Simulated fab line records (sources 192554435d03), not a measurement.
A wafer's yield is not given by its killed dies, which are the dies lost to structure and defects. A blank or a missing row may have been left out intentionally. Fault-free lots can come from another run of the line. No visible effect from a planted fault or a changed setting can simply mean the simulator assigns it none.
fab line records + flow n5Finfet
[record]
- lots = 8
- wafers = 24
- lastDay = 16
route steps=1938 shown BEOL_M0_SAQP@637 BEOL_M4@1111 PASSIVATION@1936
lots that met no fault: taken from a fault-free run of the same line
startH: the number of hours between the record's first day and the start of the first shown wafer of the lot + waitH: time in hours since the lot's previous step + " unchanged from the row above + L1.1+2: a row that stands for several wafers + - value missing, or start not given + * or withheld: withheld + < > ~ a bound
route shown NAME@n: a module of which the file shows steps, and the number in the route of the first + usual: mean/standard deviation of fault-free wafers + same: alike in all rows + chamber/n: place in a boat + sites: per-site readings + _std_site: the values' standard deviation + _edge_site: mean of outer sites minus mean of inner sites + radiusMm: how far each site lies from the wafer's centre + mask NAME#n: copy n + behind: tool/chamber where the wafer was last shaped + hold: cause of the lot's hold/its duration in hours/its outcome + device: whichever transistor did not switch (one of n, p or np) + end of line: at the end of the route, the tests of the same wafers + a step with no rows: only its recipe + killed: at the first sort, the dies lost to defects and structure; wafer yield is something else + map: per-die view of a wafer (x killed, . not killed, _ where there is no die)
set.NAME: the run value of the setting; set.NAME@STEP: its run value at that earlier step + model.NAME: the simulator's own value behind a step, which no gauge read
a sample of lots followed through the steps of the route, with each step as a table and each wafer as a row
services: when a tool's chamber went out of use (startH, in hours from the record's first day, below 0 if earlier), for how many hours, and the reason
[[steps]]
[step N5_BEOL_M0_SAQP_PECVD_97]
[recipe]
- material = SiNx
- targetThkA = 230
- tempC = 350
- precursor = SiH4/NH3/N2
- pressureTorr = 1.5
- rfW = 300
- timeS = 19.9
[usual]
- heaterPowerW = 530/71
- showerheadPlenumPTorr = 5.16/0.056
- throttleValvePct = 40.4/1.9
| lot.wafer | tool     | chamber | startH | waitH | heaterPowerW | showerheadPlenumPTorr | throttleValvePct |
|-----------|----------|---------|--------|-------|--------------|-----------------------|------------------|
| L333.2    | pecvd-02 | 0       | 109.83 | 0.0   | 596          | 5.24                  | 37.9             |
| L333.3    | "        | 2       | "      | "     | 597          | 5.24                  | 41.1             |
| L333.5    | "        | 0       | "      | "     | 597          | 5.24                  | 37.3             |
| L336.1    | pecvd-02 | 0       | 126.60 | 0.0   | 595          | 5.24                  | 37.7             |
| L336.2    | "        | 1       | "      | "     | 569          | 5.09                  | 42.2             |
| L336.3    | "        | 2       | "      | "     | 599          | 5.22                  | 40.8             |
| L337.2    | pecvd-01 | 2       | 129.28 | 0.0   | 562          | 5.17                  | 39.5             |
| L337.3    | "        | 0       | "      | "     | 586          | 5.09                  | 42.3             |
| L337.6    | "        | 1       | "      | "     | 602          | 5.11                  | 38.7             |
| L345.3    | pecvd-02 | 2       | 182.01 | 0.0   | 570          | 5.22                  | 40.8             |
| L345.5    | "        | 0       | "      | "     | 572          | 5.24                  | 37.9             |
| L345.6    | "        | 2       | "      | "     | 571          | 5.24                  | 40.7             |
| L347.1    | pecvd-02 | 1       | 190.93 | 0.0   | 515          | 5.08                  | 42.2             |
| L347.4    | "        | 0       | "      | "     | 583          | 5.24                  | 38.1             |
| L347.5    | "        | 2       | "      | "     | 621          | 5.25                  | 41.0             |
| L348.1    | pecvd-03 | 0       | 195.78 | 0.0   | 389          | 5.17                  | 43.0             |
| L348.2    | "        | 2       | "      | "     | 492          | 5.12                  | 37.9             |
| L348.6    | "        | 1       | "      | "     | 413          | 5.17                  | 41.6             |
| L350.2    | pecvd-03 | 0       | 206.98 | 0.0   | 421          | 5.16                  | 43.3             |
| L350.3    | "        | 1       | "      | "     | 487          | 5.18                  | 41.1             |
| L350.6    | "        | 2       | "      | "     | 485          | 5.13                  | 38.0             |
| L353.1    | pecvd-02 | 0       | 221.19 | 0.0   | 596          | 5.25                  | 37.9             |
| L353.2    | "        | 1       | "      | "     | 560          | 5.09                  | 42.3             |
| L353.4    | "        | 1       | "      | "     | 585          | 5.10                  | 42.3             |
[step N5_BEOL_M0_SAQP_ETCH_102]
[recipe]
- chemistry = CF4
- target = SiO2
- targetDepthA = 40
- ionEnergyEv = 350
- timeS = 4.4
- pressureMtorr = 10
- icpW = 800
- biasW = 400
- cf4FlowSccm = 80
[usual]
- biasW = 400.0/1.2
- cf4FlowSccm = 80.02/0.27
- chamberPressureMTorr = 10.001/0.0088
- drypumpMotorCurrentA = 5.8/0.52
- oesProductAu = 1.002/0.013
- throttleValvePct = 21.71/0.24
| lot.wafer | tool     | chamber | startH | waitH | biasW | cf4FlowSccm | chamberPressureMTorr | drypumpMotorCurrentA | oesProductAu | rfHoursCounterH | throttleValvePct |
|-----------|----------|---------|--------|-------|-------|-------------|----------------------|----------------------|--------------|-----------------|------------------|
| L333.2    | rieSi-03 | 3       | 112.79 | 0.1   | 399.7 | 80.23       | 9.990                | 6.2                  | 0.996        | 1               | 21.44            |
| L333.3    | "        | 1       | "      | "     | 398.8 | 80.28       | 10.013               | 5.4                  | 0.984        | 187             | 21.41            |
| L333.5    | "        | 3       | "      | "     | 400.1 | 79.67       | 10.004               | 6.2                  | 1.010        | -               | 21.47            |
| L336.1    | rieSi-03 | 3       | 129.14 | 0.1   | -     | -           | -                    | -                    | -            | -               | -                |
| L336.2    | "        | 2       | "      | "     | -     | -           | -                    | -                    | -            | -               | -                |
| L336.3    | "        | 1       | "      | "     | -     | -           | -                    | -                    | -            | -               | -                |
| L337.2    | rieSi-03 | 3       | 132.22 | 0.1   | -     | -           | -                    | -                    | -            | -               | -                |
| L337.3    | "        | 0       | "      | "     | -     | -           | -                    | -                    | -            | -               | -                |
| L337.6    | "        | 1       | "      | "     | -     | -           | -                    | -                    | -            | -               | -                |
| L345.3    | rieSi-03 | 0       | 185.03 | 0.1   | 398.7 | 80.49       | 9.986                | 5.7                  | 1.012        | 100             | 21.96            |
| L345.5    | "        | 2       | "      | "     | 398.9 | 79.75       | 9.998                | 5.0                  | 1.013        | -               | 21.71            |
| L345.6    | "        | 1       | "      | "     | 400.3 | 79.81       | 9.999                | 5.4                  | 0.989        | -               | 21.43            |
| L347.1    | rieSi-03 | 0       | 193.44 | 0.1   | 398.9 | 80.31       | 10.000               | 5.7                  | 1.019        | 100             | 21.96            |
| L347.4    | "        | 0       | "      | "     | 399.3 | 79.88       | 9.999                | 5.7                  | 1.013        | -               | 21.96            |
| L347.5    | "        | 3       | "      | "     | 402.9 | 79.84       | 10.003               | 6.2                  | 1.004        | -               | 21.46            |
| L348.1    | rieSi-03 | 2       | 198.27 | 0.1   | 399.2 | 80.19       | 9.994                | 5.0                  | 1.013        | 92              | 21.72            |
| L348.2    | "        | 0       | "      | "     | 399.4 | 79.90       | 9.998                | 5.7                  | 1.011        | 100             | 21.97            |
| L348.6    | "        | 2       | "      | "     | 400.6 | 80.12       | 10.014               | 5.0                  | 1.022        | -               | 21.69            |
| L350.2    | rieSi-03 | 3       | 209.51 | 0.1   | 400.1 | 79.76       | 10.009               | 6.2                  | 1.007        | 2               | 21.46            |
| L350.3    | "        | 0       | "      | "     | 399.7 | 79.86       | 10.010               | 5.7                  | 1.017        | 100             | 21.95            |
| L350.6    | "        | 3       | "      | "     | 398.2 | 79.70       | 9.997                | 6.2                  | 1.012        | -               | 21.44            |
| L353.1    | rieSi-03 | 2       | 223.88 | 0.1   | 398.7 | 79.43       | 9.984                | 5.0                  | 1.019        | 93              | 21.71            |
| L353.2    | "        | 0       | "      | "     | 401.6 | 79.61       | 10.007               | 5.7                  | 1.009        | 100             | 21.98            |
| L353.4    | "        | 2       | "      | "     | 401.7 | 79.31       | 9.991                | 5.0                  | 1.012        | -               | 21.70            |
[step N5_BEOL_M0_SAQP_ETCH_107]
[recipe]
- chemistry = CH3F/O2
- target = SiNx
- targetDepthA = 300
- maskMaterial = SOC
- pressureMtorr = 30
- sourceW = 395
- biasW = 73
- Ar_flow_sccm = 150
- CH3F_flow_sccm = 30
- O2_flow_sccm = 20
- ionEnergyEv = 120
[usual]
- CH3F_flow_sccm = 30.01/0.079
- O2_flow_sccm = 19.99/0.059
- chamberPressureMTorr = 30.003/0.026
- drypumpMotorCurrentA = 5.8/0.41
- mfcArSccm = 150.0/0.45
- oes_f_703_au = 0.80/0.065
- oesProductAu = 0.81/0.076
- rfVppV = 296/6.1
- showerheadPlenumPTorr = 2.01/0.068
- throttleValvePct = 16.32/0.16
| lot.wafer | tool       | chamber | startH | waitH | CH3F_flow_sccm | O2_flow_sccm | chamberPressureMTorr | drypumpMotorCurrentA | mfcArSccm | oes_f_703_au | oesProductAu | rfHoursCounterH | rfVppV | showerheadPlenumPTorr | throttleValvePct |
|-----------|------------|---------|--------|-------|----------------|--------------|----------------------|----------------------|-----------|--------------|--------------|-----------------|--------|-----------------------|------------------|
| L333.2    | rieDiel-01 | 1       | 113.76 | 0.0   | 30.04          | 20.10        | 29.966               | 6.3                  | 150.1     | 0.86         | 0.87         | 32              | 290    | 1.96                  | 16.01            |
| L333.3    | "          | 0       | "      | "     | 29.97          | 20.03        | 30.015               | 6.1                  | 150.4     | 0.73         | 0.72         | 202             | 298    | 2.06                  | 16.33            |
| L333.5    | "          | 2       | "      | "     | 30.06          | 20.05        | 29.993               | 5.2                  | 149.8     | 0.84         | 0.83         | -               | 291    | 1.96                  | 16.40            |
| L336.1    | rieDiel-04 | 1       | 129.95 | 0.0   | 30.15          | 19.88        | 30.004               | 5.8                  | 150.2     | 0.92         | 0.89         | 32              | 296    | 2.12                  | 16.26            |
| L336.2    | "          | 3       | "      | "     | 29.88          | 20.01        | 29.996               | 5.7                  | 150.2     | 0.68         | 0.69         | 233             | 295    | 1.89                  | 16.49            |
| L336.3    | "          | 0       | "      | "     | 30.01          | 19.87        | 30.034               | 5.1                  | 150.0     | 0.80         | 0.78         | 140             | 289    | 2.01                  | 16.30            |
| L337.2    | rieDiel-05 | 2       | 132.85 | 0.0   | 29.91          | 20.05        | 30.007               | 5.3                  | 149.3     | 0.79         | 0.81         | 93              | 307    | 2.01                  | 16.47            |
| L337.3    | "          | 3       | "      | "     | 29.92          | 19.97        | 30.014               | 6.2                  | 149.8     | 0.76         | 0.72         | 207             | 287    | 2.05                  | 16.33            |
| L337.6    | "          | 1       | "      | "     | 30.13          | 19.95        | 30.018               | 6.1                  | 150.1     | 0.82         | 0.81         | -               | 293    | 1.95                  | 16.45            |
| L345.3    | rieDiel-01 | 3       | 185.65 | 0.0   | 29.94          | 20.07        | 30.011               | 6.0                  | 149.9     | 0.76         | 0.77         | 150             | 296    | 2.02                  | 16.36            |
| L345.5    | "          | 3       | "      | "     | 29.91          | 19.99        | 29.965               | 6.0                  | 149.9     | 0.75         | 0.77         | -               | 295    | 2.02                  | 16.33            |
| L345.6    | "          | 2       | "      | "     | 30.06          | 19.93        | 29.991               | 5.2                  | 150.4     | 0.80         | 0.80         | -               | 291    | 1.95                  | 16.47            |
| L347.1    | rieDiel-04 | 3       | 194.06 | 0.0   | 29.94          | 20.01        | 30.010               | 5.7                  | 150.1     | 0.93         | 0.97         | 2               | 300    | 2.13                  | 16.08            |
| L347.4    | "          | 0       | "      | "     | 29.93          | 19.99        | 29.997               | 5.1                  | 150.5     | 0.78         | 0.74         | 163             | 289    | 2.00                  | 16.33            |
| L347.5    | "          | 3       | "      | "     | 29.89          | 20.09        | 30.021               | 5.7                  | 150.7     | 0.92         | 0.97         | -               | 300    | 2.13                  | 16.09            |
| L348.1    | rieDiel-05 | 2       | 198.89 | 0.0   | 30.10          | 19.96        | 29.993               | 5.3                  | 150.1     | 0.77         | 0.78         | 115             | 308    | 2.01                  | 16.52            |
| L348.2    | "          | 3       | "      | "     | 29.95          | 19.99        | 30.009               | 6.2                  | 150.1     | 0.74         | 0.72         | 229             | 289    | 2.04                  | 16.38            |
| L348.6    | "          | 3       | "      | "     | 29.94          | 19.94        | 30.063               | 6.2                  | 149.4     | 0.74         | 0.72         | -               | 289    | 2.04                  | 16.38            |
| L350.2    | rieDiel-05 | 1       | 210.13 | 0.0   | 29.88          | 20.03        | 30.008               | 6.1                  | 149.9     | 0.80         | 0.79         | 118             | 294    | 1.94                  | 16.48            |
| L350.3    | "          | 3       | "      | "     | 29.91          | 20.03        | 30.018               | 6.2                  | 149.7     | 0.74         | 0.71         | 233             | 287    | 2.04                  | 16.37            |
| L350.6    | "          | 1       | "      | "     | 29.91          | 20.01        | 29.979               | 6.1                  | 150.1     | 0.79         | 0.79         | -               | 296    | 1.94                  | 16.52            |
| L353.1    | rieDiel-01 | 1       | 224.50 | 0.0   | 30.04          | 20.03        | 29.993               | 6.3                  | 148.5     | 0.81         | 0.82         | 77              | 289    | 1.95                  | 16.10            |
| L353.2    | "          | 3       | "      | "     | 30.21          | 19.92        | 30.011               | 6.0                  | 149.5     | 0.75         | 0.76         | 165             | 295    | 2.01                  | 16.37            |
| L353.4    | "          | 3       | "      | "     | 30.14          | 19.97        | 30.028               | 6.0                  | 150.0     | 0.75         | 0.76         | -               | 294    | 2.01                  | 16.37            |
[step N5_BEOL_M0_SAQP_SPACER2_ETCHBACK_27]
[recipe]
- chemistry = CHF3/O2
- mode = anisotropicEtchback
- target = SiO2
- targetDepthA = 225
- timeS = 11.25
- pressureMtorr = 30
- sourceW = 650
- biasW = 170
- Ar_flow_sccm = 200
- CHF3_flow_sccm = 50
- O2_flow_sccm = 5
- ionEnergyEv = 200
[usual]
- chamberPressureMTorr = 30.002/0.026
- drypumpMotorCurrentA = 5.7/0.42
- mfcArSccm = 199.9/0.58
- oes_f_703_au = 0.80/0.064
- oesProductAu = 0.81/0.072
- rfVppV = 520/10
- showerheadPlenumPTorr = 2.42/0.085
- throttleValvePct = 18.86/0.16
| lot.wafer | tool       | chamber | startH | waitH | chamberPressureMTorr | drypumpMotorCurrentA | mfcArSccm | oes_f_703_au | oesProductAu | rfHoursCounterH | rfVppV | showerheadPlenumPTorr | throttleValvePct |
|-----------|------------|---------|--------|-------|----------------------|----------------------|-----------|--------------|--------------|-----------------|--------|-----------------------|------------------|
| L333.2    | rieDiel-05 | 0       | 115.05 | 0.3   | 29.979               | 5.9                  | 200.3     | 0.65         | 0.68         | 248             | 533    | 2.47                  | 19.14            |
| L333.3    | "          | 3       | "      | "     | 29.975               | 6.2                  | 200.1     | 0.76         | 0.73         | 201             | 507    | 2.47                  | 18.84            |
| L333.5    | "          | 0       | "      | "     | 29.983               | 5.9                  | 200.7     | 0.65         | 0.67         | -               | 532    | 2.47                  | 19.16            |
| L336.1    | rieDiel-01 | 2       | 130.83 | 0.3   | 29.978               | 5.2                  | 199.8     | 0.83         | 0.82         | 82              | 511    | 2.36                  | 18.99            |
| L336.2    | "          | 3       | "      | "     | 29.994               | 6.0                  | 199.9     | 0.77         | 0.79         | 134             | 520    | 2.43                  | 18.83            |
| L336.3    | "          | 1       | "      | "     | 29.988               | 6.4                  | 199.5     | 0.85         | 0.86         | 39              | 511    | 2.36                  | 18.58            |
| L337.2    | rieDiel-05 | 3       | 135.13 | 0.3   | 30.030               | 6.2                  | 199.2     | 0.75         | 0.73         | 208             | 507    | 2.47                  | 18.81            |
| L337.3    | "          | 1       | "      | "     | 30.028               | 6.1                  | 200.4     | 0.82         | 0.80         | 92              | 519    | 2.35                  | 19.00            |
| L337.6    | "          | 3       | "      | "     | 29.992               | 6.2                  | 199.6     | 0.75         | 0.73         | -               | 507    | 2.47                  | 18.82            |
| L345.3    | rieDiel-01 | 2       | 186.70 | 0.3   | 30.023               | 5.1                  | 200.7     | 0.80         | 0.80         | 104             | 513    | 2.35                  | 19.04            |
| L345.5    | "          | 1       | "      | "     | 29.970               | 6.3                  | 199.9     | 0.82         | 0.84         | -               | 511    | 2.36                  | 18.64            |
| L345.6    | "          | 3       | "      | "     | 29.977               | 6.0                  | 200.2     | 0.76         | 0.77         | -               | 520    | 2.43                  | 18.85            |
| L347.1    | rieDiel-01 | 1       | 194.85 | 0.3   | 30.015               | 6.3                  | 199.4     | 0.81         | 0.83         | 65              | 511    | 2.35                  | 18.63            |
| L347.4    | "          | 3       | "      | "     | 29.988               | 6.0                  | 200.3     | 0.75         | 0.76         | -               | 521    | 2.42                  | 18.87            |
| L347.5    | "          | 2       | "      | "     | 30.052               | 5.2                  | 201.9     | 0.80         | 0.80         | -               | 514    | 2.35                  | 19.04            |
| L348.1    | rieDiel-01 | 2       | 200.29 | 0.3   | 29.984               | 5.1                  | 199.6     | 0.80         | 0.80         | 109             | 513    | 2.35                  | 19.02            |
| L348.2    | "          | 1       | "      | "     | 29.976               | 6.3                  | 199.1     | 0.80         | 0.83         | 67              | 508    | 2.35                  | 18.63            |
| L348.6    | "          | 2       | "      | "     | 30.032               | 5.1                  | 200.2     | 0.80         | 0.81         | -               | 513    | 2.35                  | 19.02            |
| L350.2    | rieDiel-05 | 2       | 210.92 | 0.3   | 30.005               | 5.3                  | 200.0     | 0.77         | 0.79         | 118             | 541    | 2.42                  | 19.04            |
| L350.3    | "          | 0       | "      | "     | 30.053               | 5.9                  | 200.3     | 0.87         | 0.91         | 19              | 532    | 2.46                  | 18.80            |
| L350.6    | "          | 0       | "      | "     | 30.009               | 5.9                  | 199.8     | 0.87         | 0.91         | -               | 532    | 2.46                  | 18.80            |
| L353.1    | rieDiel-01 | 3       | 225.30 | 0.3   | 30.040               | 6.0                  | 199.9     | 0.75         | 0.76         | 166             | 519    | 2.42                  | 18.89            |
| L353.2    | "          | 2       | "      | "     | 29.962               | 5.1                  | 200.4     | 0.79         | 0.79         | 120             | 514    | 2.34                  | 19.03            |
| L353.4    | "          | 3       | "      | "     | 29.983               | 6.0                  | 200.2     | 0.75         | 0.76         | -               | 519    | 2.42                  | 18.87            |
[step N5_BEOL_M4_RC_MEAS_101]
[usual]
- DIBL_N = 36.5/1.7
- DIBL_P = 36.3/2.1
- IOFF_N = 0.16/0.036
- IOFF_P = 0.21/0.037
- ION_N = 676/12
- ION_P = 462/7.6
- SS_N = 71.5/0.68
- SS_P = 73.3/0.63
- VT_N = 249/3.5
- VT_P = -250/3.5
| lot.wafer | tool      | chamber | startH | waitH | DIBL_N[mV/V] | DIBL_P[mV/V] | IOFF_N[nA/um] | IOFF_P[nA/um] | ION_N[uA/um] | ION_P[uA/um] | SS_N[mV/dec] | SS_P[mV/dec] | VT_N[mV] | VT_P[mV] |
|-----------|-----------|---------|--------|-------|--------------|--------------|---------------|---------------|--------------|--------------|--------------|--------------|----------|----------|
| L333.2    | prober-01 | 0       | 176.10 | 0.2   | 36.5         | 36.5         | 0.18          | 0.22          | 682          | 472          | 71.6         | 73.3         | 248      | -248     |
| L333.3    | "         | 0       | "      | "     | 37.3         | 37.2         | 0.20          | 0.23          | 687          | 463          | 72.3         | 73.7         | 247      | -250     |
| L333.5    | "         | 0       | "      | "     | 37.0         | 36.9         | 0.19          | 0.22          | 685          | 466          | 72.0         | 73.5         | 244      | -248     |
| L345.3    | prober-01 | 0       | 251.34 | 0.3   | 34.2         | 35.5         | 0.12          | 0.17          | 664          | 455          | 70.5         | 73.1         | 252      | -254     |
| L345.5    | "         | 0       | "      | "     | 36.2         | 37.2         | 0.15          | 0.19          | 677          | 457          | 70.7         | 73.5         | 249      | -250     |
| L345.6    | "         | 0       | "      | "     | 36.8         | 38.8         | 0.18          | 0.22          | 686          | 465          | 71.7         | 74.0         | 247      | -250     |
| L347.1    | prober-02 | 0       | 251.60 | 0.0   | 38.1         | 39.7         | 0.23          | 0.26          | 695          | 469          | 73.0         | 73.4         | 244      | -248     |
| L347.4    | "         | 0       | "      | "     | 35.3         | 36.3         | 0.17          | 0.21          | 685          | 467          | 71.8         | 73.4         | 250      | -250     |
| L347.5    | "         | 0       | "      | "     | 36.1         | 37.3         | 0.19          | 0.22          | 688          | 466          | 71.5         | 73.4         | 248      | -252     |
| L350.2    | prober-01 | 0       | 256.84 | 0.2   | 37.6         | 38.6         | 0.18          | 0.22          | 681          | 467          | 72.4         | 73.6         | 248      | -250     |
| L350.3    | "         | 0       | "      | "     | 35.3         | 35.9         | 0.13          | 0.19          | 667          | 459          | 71.0         | 73.3         | 253      | -251     |
| L350.6    | "         | 0       | "      | "     | 39.6         | 40.3         | 0.23          | 0.25          | 682          | 463          | 72.1         | 74.1         | 244      | -247     |
| L348.1    | prober-02 | 0       | 264.55 | 0.0   | 36.0         | 36.6         | 0.15          | 0.21          | 667          | 456          | 72.2         | 73.3         | 252      | -250     |
| L348.2    | "         | 0       | "      | "     | 34.1         | 34.7         | 0.13          | 0.19          | 677          | 466          | 71.1         | 73.0         | 251      | -250     |
| L348.6    | "         | 0       | "      | "     | 35.2         | 36.3         | 0.15          | 0.21          | 675          | 466          | 71.9         | 73.5         | 251      | -250     |
| L353.1    | prober-02 | 0       | 289.05 | 0.0   | 37.4         | 38.3         | 0.16          | 0.22          | 676          | 461          | 71.4         | 74.0         | 251      | -249     |
| L353.2    | "         | 0       | "      | "     | 36.9         | 37.2         | 0.16          | 0.21          | 682          | 461          | 70.6         | 73.2         | 250      | -251     |
| L353.4    | "         | 0       | "      | "     | 37.0         | 37.3         | 0.16          | 0.21          | 667          | 463          | 71.3         | 72.6         | 250      | -248     |
[step N5_PASSIVATION_PROBE_49]
[usual]
- defectLimitedYield = 91.4/1.5
- killed_at_M0_to_M3 = 34/12
- killed_at_M4_up = 12/4.9
- killedAtContacts = 13/7.2
- killedAtFrontEnd = 39/12
- killedAtOther = 3.7/2.9
- killedDies = 101/18
- killedOnRim = 13/4
- killedOpen = 67/14
- killedShort = 33/7.2
- sort_bin_5_function = 5.1/0.97
- sort_bin_6_memory = 3.2/0.67
- sortNPass = 1079/17
- sortYieldPct = 91.4/1.5
[same]
- grossDies = 1180
- killedAtBackSide = 0
- sort_bin_4_leakage[%] = 0
- sort_bin_8_speed[%] = 0
| lot.wafer | tool      | chamber | startH | waitH | defectLimitedYield[%] | killed_at_M0_to_M3 | killed_at_M4_up | killedAtContacts | killedAtFrontEnd | killedAtOther | killedDies | killedOnRim | killedOpen | killedShort | sort_bin_5_function[%] | sort_bin_6_memory[%] | sortNPass | sortYieldPct[%] |
|-----------|-----------|---------|--------|-------|-----------------------|--------------------|-----------------|------------------|------------------|---------------|------------|-------------|------------|-------------|------------------------|----------------------|-----------|-----------------|
| L336.1    | prober-02 | -       | 298.80 | 0.0   | 0                     | 1110               | 23              | 20               | 25               | 2             | 1180       | 152         | 73         | 32          | 96.2                   | 3.5                  | 0         | 0               |
| L336.2    | prober-02 | -       | 298.85 | 0.1   | 0                     | 1117               | 18              | 18               | 26               | 1             | 1180       | 152         | 69         | 26          | 96.5                   | 3.4                  | 0         | 0               |
| L336.3    | prober-02 | -       | 298.90 | 0.1   | 0                     | 1104               | 15              | 32               | 27               | 2             | 1180       | 152         | 92         | 28          | 96.3                   | 3.5                  | 0         | 0               |
| L337.2    | prober-01 | -       | 299.33 | 0.1   | 0                     | 1119               | 5               | 17               | 31               | 8             | 1180       | 152         | 53         | 23          | 97.6                   | 2.4                  | 0         | 0               |
| L337.3    | prober-01 | -       | 299.38 | 0.1   | 0                     | 1097               | 16              | 8                | 50               | 9             | 1180       | 152         | 72         | 34          | 95.9                   | 3.6                  | 0         | 0               |
| L337.6    | prober-01 | -       | 299.53 | 0.3   | 0                     | 1112               | 9               | 10               | 38               | 11            | 1180       | 152         | 49         | 29          | 97.0                   | 2.5                  | 0         | 0               |
| L345.3    | prober-01 | -       | 356.96 | 0.1   | 91.7                  | 21                 | 10              | 11               | 42               | 14            | 98         | 11          | 72         | 26          | 5.4                    | 2.6                  | 1082      | 91.7            |
// killed by level:class
L336.1 BEOL_M0_SAQP:areaEtch=1075 MOL_CONTACT_COAG:geometricParticle:open=17 BEOL_M4:geometricParticle:open=11 BEOL_M2:geometricParticle:open=10 BEOL_M3:geometricParticle:open=9 BEOL_M0_SAQP:geometricParticle:short=7 GATE_CUT:geometricParticle:short=6 BEOL_M0_SAQP:geometricParticle:open=5
L336.2 BEOL_M0_SAQP:areaEtch=1080 MOL_CONTACT_COAG:geometricParticle:open=15 BEOL_M3:geometricParticle:open=9 BEOL_M0_SAQP:geometricParticle:open=8 BEOL_M0_SAQP:geometricParticle:short=7 GATE_CUT:geometricParticle:short=6 BEOL_M4:geometricParticle:open=6 STI_FIN_REVEAL:geometricParticle:open=4
L336.3 BEOL_M0_SAQP:areaEtch=1055 MOL_CONTACT_COAG:geometricParticle:open=27 BEOL_M0_SAQP:geometricParticle:open=12 BEOL_M3:geometricParticle:open=12 STI_FIN_REVEAL:geometricParticle:open=10 BEOL_M2:geometricParticle:open=9 BEOL_M1:geometricParticle:open=6 STARTING-WAFER:geometricParticle:short=5
L337.2 BEOL_M0_SAQP:areaEtch=1104 MOL_CONTACT_COAG:geometricParticle:open=12 FIN_SAQP:geometricParticle:open=8 BEOL_M2:geometricParticle:open=6 MOL_CONTACT_COAG:geometricParticle:short=5 STI_FIN_REVEAL:geometricParticle:open=4 GATE_CUT:geometricParticle:short=4 FIN_SAQP:geometricParticle:short=3
L337.3 BEOL_M0_SAQP:areaEtch=1074 FIN_SAQP:geometricParticle:open=13 STI_FIN_REVEAL:geometricParticle:open=12 FIN_SAQP:geometricParticle:short=11 MOL_CONTACT_COAG:geometricParticle:open=8 BEOL_M1:geometricParticle:open=6 PASS1_CAP:geometricParticle:open=6 ILD0:geometricParticle:open=5
L337.6 BEOL_M0_SAQP:areaEtch=1101 FIN_SAQP:geometricParticle:open=11 MOL_CONTACT_COAG:geometricParticle:open=10 STI_FIN_REVEAL:geometricParticle:open=7 PASS1_CAP:geometricParticle:short=7 FIN_SAQP:geometricParticle:short=4 GATE_CUT:geometricParticle:short=3 BEOL_M0_SAQP:geometricParticle:short=3
L345.3 STI_FIN_REVEAL:geometricParticle:open=12 MOL_CONTACT_COAG:geometricParticle:open=10 FIN_SAQP:geometricParticle:open=7 BEOL_M0_SAQP:geometricParticle:open=6 MIM_TOP:geometricParticle:open=6 FIN_SAQP:geometricParticle:short=5 GATE_CUT:geometricParticle:open=5 BEOL_M3:geometricParticle:open=4
[[services]]
| tool       | chamber | startH | hours | kind                        |
|------------|---------|--------|-------|-----------------------------|
| rieDiel-01 | -       | 98.51  | 2.8   | pm                          |
| pecvd-02   | -       | 101.13 | 0.5   | repair                      |
| pecvd-02   | -       | 103.94 | 2.8   | pm                          |
| rieDiel-01 | 3       | 111.79 | 13.2  | repair                      |
| rieDiel-05 | 0       | 123.19 | -     | clean                       |
| rieDiel-05 | 0       | 123.19 | -     | consumableReplace:focusRing |
| rieDiel-05 | 0       | 123.19 | 28.3  | scheduledDown               |
| rieDiel-05 | 0       | 123.19 | 28.3  | ventCycle                   |
| rieDiel-01 | 0       | 123.46 | 131.8 | repair                      |
| rieDiel-05 | 1       | 126.84 | 5.4   | repair                      |
| rieSi-03   | 1       | 152.82 | 1.6   | repair                      |
| rieDiel-01 | 3       | 154.67 | 14.1  | repair                      |
| pecvd-03   | 2       | 164.67 | 13.1  | repair                      |
| pecvd-02   | 2       | 166.59 | -     | calibration                 |
| rieSi-03   | 1       | 191.32 | 4.3   | repair                      |
| rieSi-03   | 0       | 198.88 | 9.0   | repair                      |
| rieDiel-04 | 0       | 202.29 | 6.5   | repair                      |
| pecvd-02   | 2       | 202.38 | -     | clean                       |
| rieDiel-05 | 2       | 205.97 | 1.6   | repair                      |
| rieSi-03   | 1       | 207.89 | -     | clean                       |
| rieSi-03   | 1       | 207.89 | 31.3  | scheduledDown               |
| rieSi-03   | 1       | 207.89 | 31.3  | ventCycle                   |
| pecvd-03   | 2       | 210.24 | 18.6  | repair                      |
| rieDiel-05 | -       | 216.89 | 0.8   | repair                      |
[[key]]
[firstSign]
- step = N5_BEOL_M0_SAQP_ETCH_102
- reading = toolRecord
- direction = missing
[effect]
- step = N5_PASSIVATION_PROBE_49
- reading = sort_bin_5_function
- direction = up
- sigmas = 94
- usual = 5.1
- struck = 96.6
[moreKillsBornAt]
- N5_BEOL_M0_SAQP_ETCH_102@rieSi-03 = 6489
metAt N5_BEOL_M0_SAQP_ETCH_102
struckLots L336,L337
laterRowsLeftOut L336.1,L336.2,L336.3,L337.2,L337.3,L337.6
notActingAt N5_BEOL_M0_SAQP_PECVD_97,N5_BEOL_M0_SAQP_ETCH_107,N5_BEOL_M0_SAQP_SPACER2_ETCHBACK_27
onsetBetween 112.79 129.14
[fault]
- kind = skippedStepWhole
- tool = rieSi-03
- chamber = -
- onsetH = 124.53
- steps = N5_BEOL_M0_SAQP_ETCH_102
- scope = struckLotsOnly
// laterRowsLeftOut: the simulator's readings of these wafers behind a module that went badly wrong aren't trusted and aren't shown, but for the sort
